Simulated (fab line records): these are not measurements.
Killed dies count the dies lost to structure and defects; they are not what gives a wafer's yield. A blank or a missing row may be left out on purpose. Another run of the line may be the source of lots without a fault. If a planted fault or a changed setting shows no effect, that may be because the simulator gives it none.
Matching of chambers + flow nand harc + NHARC_A_SLIT_ETCH_29 on rie diel-07: 4 sister chambers
The step etches the open film in CF4/O2, target depth 100 nm, overetch 10 nm, time 55 s. 4 wafers are shown with their chamber, then 7 later ones without.

## WAFERS WITH THEIR CHAMBER
| wafer  | chamber | rf vpp V (V) |
|--------|---------|--------------|
| L447.3 | 3       | 199.6        |
| L447.6 | 2       | 199.0        |
| L452.2 | 0       | 197.6        |
| L452.3 | 1       | 198.6        |

## WAFERS WHOSE CHAMBER IS MISSING
| wafer  | rf vpp V (V) |
|--------|--------------|
| L452.6 | 198.8        |
| L454.1 | 200.5        |
| L454.2 | 200.1        |
| L454.3 | 198.1        |
| L455.1 | 199.8        |
| L455.5 | 197.8        |
| L455.6 | 197.5        |

## EACH ONE'S CHAMBER
| wafer  | from the rows above          | in truth |
|--------|------------------------------|----------|
| L452.6 | can't be placed: 2 or 1 or 3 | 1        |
| L454.1 | can't be placed: 3 or 2      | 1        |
| L454.2 | can't be placed: 3 or 2      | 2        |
| L454.3 | can't be placed: 0 or 1 or 2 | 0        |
| L455.1 | can't be placed: 3 or 2      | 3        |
| L455.5 | can't be placed: 0 or 1      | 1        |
| L455.6 | 0                            | 0        |
Correctly placed: 1 of 7. Cannot be placed on the basis of these rows: 6; the candidates contain the true chamber in 5. Placed wrongly: 0.
How it was worked out, from the rows above alone: a wafer's distance from a chamber is the root of the sum, over the readings, of the square of ((its reading less the chamber's mean) divided by the reading's scatter). The wafer belongs to the nearest chamber; if the next one is less than 2 further off, it can't be placed. For every chamber, the mean is computed from those of its wafers that are shown. The scatter: root of mean squared gap, hidden wafer to nearest shown wafer, with one shown wafer a chamber.
